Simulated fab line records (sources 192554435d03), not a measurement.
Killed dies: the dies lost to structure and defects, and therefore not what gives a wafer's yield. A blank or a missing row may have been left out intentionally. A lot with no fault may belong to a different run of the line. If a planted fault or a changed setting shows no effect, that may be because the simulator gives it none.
fab line records	flow n5Finfet
record: lots: 10	wafers: 30	lastDay: 17
route steps=1938 shown WELL_APT@44 PMOS_HMC_CHANNEL_EPI@65 FIN_SAQP@95 BEOL_M4@1111
lots that met no fault: taken from a fault-free run of the same line
startH: hours from the record's opening day to when the first of the lot's shown wafers began	waitH: hours from the lot's prior step to this one	" as in the row above	L1.1+2: several wafers, shown together as one row	- either no value or no given start	* or withheld: withheld	< > ~ a bound
route shown NAME@n: a module of which the file shows steps, and the number in the route of the first	usual: average and standard deviation across the fault-free wafers	same: alike in all rows	chamber/n: place in a boat	sites: readings site by site	_std_site: the values' standard deviation	_edge_site: outer sites' mean less inner sites'	radiusMm: for every site, how far away it sits from the centre of the wafer	mask NAME#n: copy n	behind: the tool/chamber that last shaped the wafer	hold: what put the lot on hold/how long, in hours/how the hold closed	device: the n, p or np transistor that did not switch	end of line: at the end of the route, the tests of the same wafers	step lacking rows: just its recipe	killed: count of dies lost to structure and defects at first sort (not the wafer's yield)	map: a wafer's dies, x killed, . not, _ none there
set.NAME: the setting that was run; set.NAME@STEP: the one run at that earlier step	model.NAME: the simulator's own value behind a step, which no gauge read
a sample of lots followed through the steps of the route, with each step as a table and each wafer as a row
services: a tool's chamber out of use, with start hour (startH, from the record's first day; less than 0 if before it), hours out, and reason
== steps ==
step: N5_WELL_APT_OVL_MEAS_26
recipe: pointsPerWafer: 44
usual: PWELL_OVL: -1/5.1
lot.wafer	tool	chamber	startH	waitH	PWELL_OVL[nm]
L972.2	overlay-01	0	20.99	0.0	-10
L972.3	"	0	"	"	-2
L972.5	"	0	"	"	-9
L974.2	overlay-01	0	33.01	0.0	-1
L974.4	"	0	"	"	-10
L974.5	"	0	"	"	-4
L977.1	overlay-01	0	50.78	0.0	5
L977.2	"	0	"	"	1
L977.5	"	0	"	"	3
L978.2	overlay-01	0	56.99	0.0	8
L978.3	"	0	"	"	6
L978.4	"	0	"	"	7
L980.2	overlay-02	0	68.88	0.0	-1
L980.3	"	0	"	"	-6
L980.6	"	0	"	"	-3
L981.2	overlay-01	0	74.96	0.0	-7
L981.3	"	0	"	"	0
L981.6	"	0	"	"	-8
L989.3	overlay-01	0	123.05	0.0	2
L989.5	"	0	"	"	4
L989.6	"	0	"	"	3
L991.1	overlay-02	0	135.14	0.0	-5
L991.5	"	0	"	"	6
L991.6	"	0	"	"	4
L992.2	overlay-01	0	141.66	0.0	2
L992.4	"	0	"	"	4
L992.6	"	0	"	"	-4
L994.2	overlay-01	0	152.87	0.0	1
L994.3	"	0	"	"	-5
L994.5	"	0	"	"	-5
step: N5_PMOS_HMC_CHANNEL_EPI_CD_MEAS_09
recipe: targetCdNm: 237.4	landingEnergyEv: 500	detector: seInlens
usual: cdNm: 237.1/0.84
lot.wafer	tool	chamber	startH	waitH	cdNm
L972.2	cdSem-03	0	23.17	-	237.4
L972.3	"	0	"	"	237.6
L972.5	"	0	"	"	238.4
L974.2	cdSem-01	0	35.68	-	237.6
L974.4	"	0	"	"	237.9
L974.5	"	0	"	"	238.3
L977.1	cdSem-01	0	52.95	-	236.6
L977.2	"	0	"	"	236.7
L977.5	"	0	"	"	237.1
L978.2	cdSem-03	0	59.22	-	236.7
L978.3	"	0	"	"	236.6
L978.4	"	0	"	"	236.4
L980.2	cdSem-03	0	71.02	-	237.2
L980.3	"	0	"	"	237.8
L980.6	"	0	"	"	237.4
L981.2	cdSem-01	0	77.23	-	236.5
L981.3	"	0	"	"	235.3
L981.6	"	0	"	"	235.1
L989.3	cdSem-02	0	125.28	-	237.5
L989.5	"	0	"	"	237.7
L989.6	"	0	"	"	237.8
L991.1	cdSem-02	0	137.49	-	236.0
L991.5	"	0	"	"	236.7
L991.6	"	0	"	"	237.4
L992.2	cdSem-02	0	143.89	-	236.5
L992.4	"	0	"	"	235.9
L992.6	"	0	"	"	236.3
L994.2	cdSem-02	0	155.20	-	236.4
L994.3	"	0	"	"	235.7
L994.5	"	0	"	"	236.8
step: N5_PMOS_HMC_CHANNEL_EPI_ETCH_38
recipe: chemistry: CF4	target: SiO2	targetDepthA: 15	ionEnergyEv: 350	pressureMtorr: 10	icpW: 800	biasW: 400	cf4FlowSccm: 80
usual: biasW: 400.1/1.2	drypumpMotorCurrentA: 5.7/0.4	oesProductAu: 0.988/0.017	throttleValvePct: 21.75/0.2
lot.wafer	tool	chamber	startH	waitH	biasW	drypumpMotorCurrentA	oesProductAu	rfHoursCounterH	throttleValvePct
L972.2	rieSi-01	2	23.69	0.0	399.6	6.3	0.979	199	21.76
L972.3	"	1	"	"	399.9	5.2	0.962	125	21.93
L972.5	"	2	"	"	397.2	6.3	0.976	-	21.78
L974.2	rieSi-06	1	36.47	0.0	398.6	5.7	1.004	32	21.84
L974.4	"	0	"	"	400.7	6.3	1.006	4	21.82
L974.5	"	3	"	"	399.3	5.5	0.973	-	22.15
L977.1	rieSi-05	2	53.49	0.0	401.8	5.9	0.972	68	21.72
L977.2	"	3	"	"	400.3	5.8	0.985	21	21.88
L977.5	"	3	"	"	399.8	5.8	0.990	-	21.87
L978.2	rieSi-05	0	59.96	0.0	400.5	5.6	0.981	13	21.39
L978.3	"	1	"	"	399.7	5.4	0.999	28	21.60
L978.4	"	2	"	"	398.4	5.9	0.967	68	21.72
L980.2	rieSi-05	2	71.54	0.0	399.0	5.9	0.973	68	21.71
L980.3	"	3	"	"	400.4	5.8	0.985	21	21.85
L980.6	"	1	"	"	401.3	5.4	0.998	-	21.61
L981.2	rieSi-05	1	78.17	0.0	399.2	5.4	1.005	28	21.58
L981.3	"	0	"	"	399.5	5.7	0.985	14	21.38
L981.6	"	2	"	"	400.0	5.9	0.971	-	21.69
L989.3	rieSi-05	1	126.76	0.0	415.5	5.4	0.999	29	21.61
L989.5	"	1	"	"	416.6	5.4	1.005	-	21.62
L989.6	"	0	"	"	399.9	5.7	0.992	-	21.39
L991.1	rieSi-06	0	138.14	0.0	400.3	6.3	1.004	6	21.80
L991.5	"	0	"	"	400.0	6.3	1.011	-	21.81
L991.6	"	1	"	"	401.7	5.7	1.013	-	21.82
L992.2	rieSi-06	0	144.76	0.0	400.5	6.3	0.997	6	21.82
L992.4	"	2	"	"	401.1	5.7	0.959	11	21.51
L992.6	"	1	"	"	399.3	5.7	0.987	-	21.83
L994.2	rieSi-06	2	155.78	0.0	400.5	5.7	0.986	11	21.53
L994.3	"	3	"	"	400.7	5.4	0.979	88	22.15
L994.5	"	2	"	"	400.7	5.7	0.974	-	21.52
step: N5_FIN_SAQP_DENSIFY_62
recipe: tempC: 700	timeS: 60	ambient: N2	idleTempC: 600	rampUpCPerS: 150	rampDownCPerS: 60	coolToC: 600
usual: lampPowerPct: 9.84/0.055	lamp_zone_1_pct: 9.845/0.01	lamp_zone_6_pct: 9.769/0.011	wafer_temp_C_max: 703.3/0.7
lot.wafer	tool	chamber	startH	waitH	lampPowerPct	lamp_zone_1_pct	lamp_zone_6_pct	wafer_temp_C_max
L972.2	rtpAnneal-01	0	27.80	0.2	9.83	9.835	9.754	702.8
L972.3	"	0	"	"	9.85	9.825	9.775	703.0
L972.5	"	0	"	"	9.94	9.847	9.775	702.2
L974.2	rtpAnneal-01	0	39.78	0.3	9.94	9.847	9.760	703.3
L974.4	"	0	"	"	9.83	9.840	9.758	702.6
L974.5	"	0	"	"	9.80	9.826	9.753	703.8
L977.1	rtpAnneal-01	0	57.76	0.1	9.82	9.841	9.746	702.9
L977.2	"	0	"	"	9.95	9.854	9.767	702.4
L977.5	"	0	"	"	9.82	9.839	9.780	702.7
L978.2	rtpAnneal-02	0	63.20	0.3	9.83	9.847	9.776	704.7
L978.3	"	0	"	"	9.91	9.873	9.748	704.2
L978.4	"	0	"	"	9.82	9.845	9.772	703.2
L980.2	rtpAnneal-01	0	74.86	0.4	9.77	9.829	9.784	702.5
L980.3	"	0	"	"	9.76	9.844	9.780	702.9
L980.6	"	0	"	"	9.89	9.859	9.788	702.8
L981.2	rtpAnneal-02	0	81.23	0.1	9.81	9.836	9.763	704.8
L981.3	"	0	"	"	9.87	9.849	9.778	702.5
L981.6	"	0	"	"	9.77	9.839	9.782	703.0
L989.3	rtpAnneal-01	0	129.56	0.2	9.76	9.828	9.760	702.4
L989.5	"	0	"	"	9.88	9.846	9.772	703.2
L989.6	"	0	"	"	9.88	9.852	9.759	704.4
L991.1	rtpAnneal-01	0	141.30	0.3	9.85	9.837	9.771	703.2
L991.5	"	0	"	"	9.89	9.839	9.776	702.7
L991.6	"	0	"	"	9.80	9.863	9.779	703.3
L992.2	rtpAnneal-01	0	147.52	0.1	9.82	9.855	9.788	702.9
L992.4	"	0	"	"	9.82	9.839	9.760	704.2
L992.6	"	0	"	"	9.77	9.843	9.774	703.4
L994.2	rtpAnneal-01	0	158.56	0.1	9.77	9.842	9.774	702.8
L994.3	"	0	"	"	9.75	9.866	9.752	704.7
L994.5	"	0	"	"	9.87	9.839	9.776	703.1
step: N5_BEOL_M4_RC_MEAS_101
usual: DIBL_N: 36.3/1.2	DIBL_P: 36.1/1.6	IOFF_N: 0.161/0.023	IOFF_P: 0.209/0.027	ION_N: 676/8.9	ION_P: 462/5.3	SS_N: 71.5/0.51	SS_P: 73.2/0.5	VT_N: 249.1/2.5	VT_P: -249.9/2.8
lot.wafer	tool	chamber	startH	waitH	DIBL_N[mV/V]	DIBL_P[mV/V]	IOFF_N[nA/um]	IOFF_P[nA/um]	ION_N[uA/um]	ION_P[uA/um]	SS_N[mV/dec]	SS_P[mV/dec]	VT_N[mV]	VT_P[mV]
L972.2	prober-01	0	176.29	0.2	36.1	35.6	0.155	0.203	683	462	71.5	72.9	248.2	-249.9
L972.3	"	0	"	"	35.8	36.2	0.145	0.211	671	461	70.9	72.7	248.5	-250.4
L972.5	"	0	"	"	37.7	38.1	0.185	0.249	689	471	71.6	73.9	246.0	-247.5
L974.2	prober-02	0	182.19	0.2	35.7	34.7	0.146	0.190	672	463	71.5	72.8	252.3	-249.1
L974.4	"	0	"	"	34.9	33.4	0.125	0.172	666	457	70.9	72.9	252.6	-253.1
L974.5	"	0	"	"	34.4	33.8	0.125	0.180	667	464	71.1	72.9	252.0	-251.7
L977.1	prober-02	0	204.65	0.0	36.5	35.8	0.158	0.203	669	459	71.6	73.5	249.0	-249.5
L977.2	"	0	"	"	37.4	37.8	0.188	0.239	675	459	71.5	73.4	248.5	-247.8
L977.5	"	0	"	"	37.1	37.4	0.198	0.240	683	466	71.6	74.4	248.4	-247.9
L978.2	prober-01	0	211.89	0.2	34.3	34.7	0.129	0.158	664	450	71.2	73.6	252.9	-256.2
L978.3	"	0	"	"	35.1	35.5	0.140	0.175	679	461	71.3	73.3	248.6	-252.5
L978.4	"	0	"	"	35.0	35.4	0.140	0.171	663	454	71.4	73.3	249.8	-253.8
L980.2	prober-01	0	212.82	0.3	33.8	34.7	0.146	0.179	678	463	72.2	72.4	247.6	-253.7
L980.3	"	0	"	"	35.2	36.6	0.172	0.209	687	463	71.7	73.4	244.4	-249.4
L980.6	"	0	"	"	34.6	35.9	0.155	0.190	675	458	71.3	72.8	248.9	-251.1
L981.2	prober-01	0	226.46	0.2	36.6	36.6	0.164	0.206	684	463	71.7	72.9	246.6	-249.0
L981.3	"	0	"	"	36.6	37.1	0.165	0.209	687	465	71.4	73.7	249.3	-247.0
L981.6	"	0	"	"	36.2	36.4	0.150	0.196	673	457	70.7	73.0	248.3	-250.7
L989.3	prober-02	0	275.00	0.3	38.6	37.3	0.201	0.248	679	465	72.6	73.9	247.0	-248.7
L989.5	"	0	"	"	36.7	34.8	0.159	0.206	669	455	71.6	73.2	250.7	-250.7
L989.6	"	0	"	"	37.9	36.1	0.188	0.235	688	474	71.8	73.5	248.7	-246.2
L991.1	prober-02	0	278.72	0.0	36.8	37.2	0.177	0.220	679	460	72.2	73.3	249.4	-250.5
L991.5	"	0	"	"	38.2	37.8	0.200	0.232	688	462	71.8	73.2	247.3	-247.2
L991.6	"	0	"	"	37.9	37.5	0.186	0.225	680	467	72.0	72.1	247.4	-249.5
L992.2	prober-02	0	284.75	0.2	34.3	35.7	0.117	0.192	663	461	71.9	72.9	254.1	-252.3
L992.4	"	0	"	"	35.8	36.9	0.135	0.214	666	463	71.0	73.7	254.6	-249.9
L992.6	"	0	"	"	36.0	37.6	0.138	0.222	673	467	71.6	73.1	254.9	-250.0
L994.2	prober-01	0	310.37	0.2	37.1	36.4	0.166	0.217	679	465	71.8	73.3	250.1	-246.2
L994.3	"	0	"	"	36.0	35.6	0.143	0.202	674	463	71.9	73.1	250.6	-248.4
L994.5	"	0	"	"	35.0	34.3	0.132	0.178	662	457	71.6	73.4	251.1	-248.6
== services ==
tool	chamber	startH	hours	kind
rieSi-05	0	10.17	1.0	repair
rieSi-06	-	28.38	1.0	repair
rieSi-05	-	48.03	1.3	repair
rieSi-01	1	60.09	4.1	repair
rieSi-01	2	81.04	-	clean
rieSi-01	2	81.04	15.6	scheduledDown
rieSi-01	2	81.04	15.6	ventCycle
rieSi-06	0	87.43	6.4	repair
rieSi-01	3	113.45	-	clean
rieSi-01	3	113.45	-	consumableReplace:esc
rieSi-01	3	113.45	22.4	scheduledDown
rieSi-01	3	113.45	22.4	ventCycle
rieSi-01	2	139.12	2.8	repair
rieSi-01	0	155.05	-	clean
rieSi-01	0	155.05	18.9	scheduledDown
rieSi-01	0	155.05	18.9	ventCycle
== key ==
firstSign: step: N5_PMOS_HMC_CHANNEL_EPI_ETCH_38	reading: biasW	direction: up	sigmas: 13	usual: *	struck: *
effect none on later readings
metAt N5_PMOS_HMC_CHANNEL_EPI_ETCH_38
struckLots L989
struckWafers L989.3,L989.5
notActingAt N5_WELL_APT_OVL_MEAS_26,N5_PMOS_HMC_CHANNEL_EPI_CD_MEAS_09,N5_FIN_SAQP_DENSIFY_62
onsetBetween 78.17 126.76
fault: kind: processParameterDrift	tool: rieSi-05	chamber: 1	onsetH: 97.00	steps: N5_PMOS_HMC_CHANNEL_EPI_ETCH_38	channel: biasW	offset: *	shape: step	endH: 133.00	actsIn: *	stated: *
